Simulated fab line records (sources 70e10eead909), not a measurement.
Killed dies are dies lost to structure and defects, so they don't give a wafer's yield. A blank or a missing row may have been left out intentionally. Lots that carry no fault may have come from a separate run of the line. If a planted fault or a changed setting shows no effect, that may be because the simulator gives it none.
Chamber matching | flow nand harc | NHARC_A_STAIRCASE_ETCH_444 on rie diel-10: 4 sister chambers
The step etches the open film in C4F8/O2, target depth 10200 nm, time 3400 s. 8 wafers are shown with their chamber, then 8 later ones without.

## WAFERS WITH THEIR CHAMBER
wafer  | chamber | rf vpp V (V) | chamber pressure mTorr (mTorr)
L085.6 | 0       | 801          | 25.005
L090.1 | 0       | 800          | 24.994
L090.3 | 2       | 802          | 25.017
L090.6 | 1       | 811          | 25.005
L093.1 | 3       | 804          | 24.979
L093.3 | 1       | 810          | 24.909
L093.4 | 2       | 802          | 25.017
L091.1 | 3       | 806          | 24.983

## WAFERS WITHOUT THEIR CHAMBER
wafer  | rf vpp V (V) | chamber pressure mTorr (mTorr)
L091.5 | 805          | 24.957
L091.6 | 803          | 25.039
L096.2 | 812          | 25.052
L096.4 | 803          | 25.008
L096.6 | 805          | 25.010
L097.1 | 813          | 25.021
L097.3 | 803          | 25.016
L097.5 | 802          | 25.014

## CHAMBER TAKEN BY EACH
wafer  | from the rows above          | in truth
L091.5 | 3                            | 3
L091.6 | can't be placed: 2 or 3 or 0 | 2
L096.2 | 1                            | 1
L096.4 | can't be placed: 2 or 3 or 0 | 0
L096.6 | 3                            | 3
L097.1 | 1                            | 1
L097.3 | can't be placed: 2 or 3 or 0 | 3
L097.5 | can't be placed: 2 or 0      | 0
4 of 8 placed correctly. Cannot be placed on the basis of these rows: 4; the candidates contain the true chamber in 4. Wrongly placed: 0.
How it was worked out, from the rows above alone: a wafer's distance from a chamber is the root of the sum, over the readings, of the square of ((its reading less the chamber's mean) divided by the reading's scatter). The wafer belongs to the nearest chamber; if the next one is less than 2 further off, it can't be placed. A chamber's mean is the mean of its shown wafers. How the scatter is found: for the shown wafers, subtract from each reading the mean of its chamber, square and add these, divide the total by (wafers less chambers), then take the root.
